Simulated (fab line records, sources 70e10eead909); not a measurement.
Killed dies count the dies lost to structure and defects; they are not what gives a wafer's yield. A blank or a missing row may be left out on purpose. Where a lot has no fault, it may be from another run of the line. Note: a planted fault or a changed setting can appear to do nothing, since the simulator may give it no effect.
Chamber matching + flow nand-harc + ald-metal-01 running NHARC_A_WL_FILL_ALD_02: 4 sister chambers
The step deposits TiN, target thk 2 nm, pulse time 3 s, ald cycles 100. 4 wafers are shown with their chamber, then 10 later ones without.

== WAFERS WITH THEIR CHAMBER ==
| wafer  | chamber | heater-power-outer-w (W) |
|--------|---------|--------------------------|
| L089.2 | 2       | 627                      |
| L089.5 | 1       | 824                      |
| L093.1 | 3       | 695                      |
| L093.2 | 0       | 665                      |

== WAFERS WITHOUT THEIR CHAMBER ==
| wafer  | heater-power-outer-w (W) |
|--------|--------------------------|
| L093.6 | 676                      |
| L092.1 | 649                      |
| L092.2 | 609                      |
| L092.6 | 612                      |
| L094.1 | 676                      |
| L094.3 | 840                      |
| L094.6 | 684                      |
| L086.1 | 624                      |
| L086.3 | 687                      |
| L086.5 | 646                      |

== WHICH CHAMBER EACH ONE RAN IN ==
| wafer  | from the rows above     | in truth |
|--------|-------------------------|----------|
| L093.6 | can't be placed: 0 or 3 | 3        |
| L092.1 | can't be placed: 0 or 2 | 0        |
| L092.2 | 2                       | 2        |
| L092.6 | 2                       | 2        |
| L094.1 | can't be placed: 0 or 3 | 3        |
| L094.3 | 1                       | 1        |
| L094.6 | can't be placed: 3 or 0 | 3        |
| L086.1 | 2                       | 2        |
| L086.3 | can't be placed: 3 or 0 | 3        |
| L086.5 | can't be placed: 0 or 2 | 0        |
Correctly placed: 4 of 10. Can't be placed from these rows: 6 (the true chamber is among the candidates in 6). Number placed wrongly: 0.
How it was worked out, from the rows above alone: a wafer's distance from a chamber is the root of the sum, over the readings, of the square of ((its reading less the chamber's mean) divided by the reading's scatter). If the next closest chamber is less than 2 further off than the closest, the wafer can't be placed; otherwise it belongs to the closest. A chamber's mean is the mean of its shown wafers. The scatter (one wafer shown for each chamber): square how far every hidden wafer sits from the nearest shown wafer, average those squares and take the square root.
